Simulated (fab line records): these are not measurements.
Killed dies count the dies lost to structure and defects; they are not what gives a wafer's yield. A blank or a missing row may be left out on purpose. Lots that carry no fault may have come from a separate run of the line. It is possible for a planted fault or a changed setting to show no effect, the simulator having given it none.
Chamber matching ; flow n5Finfet ; N5_FIN_CUT_CUT_ETCH_28 on rieSi-05 has 4 sister chambers
The step etches Si in HBr/Cl2/O2, target depth 6 nm, time 2.4 s. 4 wafers are shown with their chamber, then 12 later ones without.

## EACH WAFER AND ITS CHAMBER
wafer;chamber;drypumpMotorCurrentA (A)
L087.1;1;5.2
L090.1;0;5.5
L090.2;2;5.1
L090.6;3;6.3

## WAFERS WITH NO CHAMBER GIVEN
wafer;drypumpMotorCurrentA (A)
L091.2;5.1
L091.3;5.2
L091.4;5.5
L095.1;5.1
L095.2;5.4
L095.4;5.2
L096.1;5.2
L096.3;5.1
L096.5;5.2
L097.1;5.5
L097.4;6.3
L097.5;5.2

## CHAMBER TAKEN BY EACH
wafer;from the rows above;in truth
L091.2;2;2
L091.3;1;1
L091.4;0;0
L095.1;2;2
L095.2;0;0
L095.4;1;1
L096.1;1;1
L096.3;2;2
L096.5;1;1
L097.1;0;0
L097.4;3;3
L097.5;1;1
12 of 12 placed correctly. Number that these rows cannot place: 0. Number placed wrongly: 0.
How it was worked out, from the rows above alone: a wafer's distance from a chamber is the root of the sum, over the readings, of the square of ((its reading less the chamber's mean) divided by the reading's scatter). If the next closest chamber is less than 2 further off than the closest, the wafer can't be placed; otherwise it belongs to the closest. For every chamber, the mean is computed from those of its wafers that are shown. The scatter (one wafer shown for each chamber): square how far every hidden wafer sits from the nearest shown wafer, average those squares and take the square root.
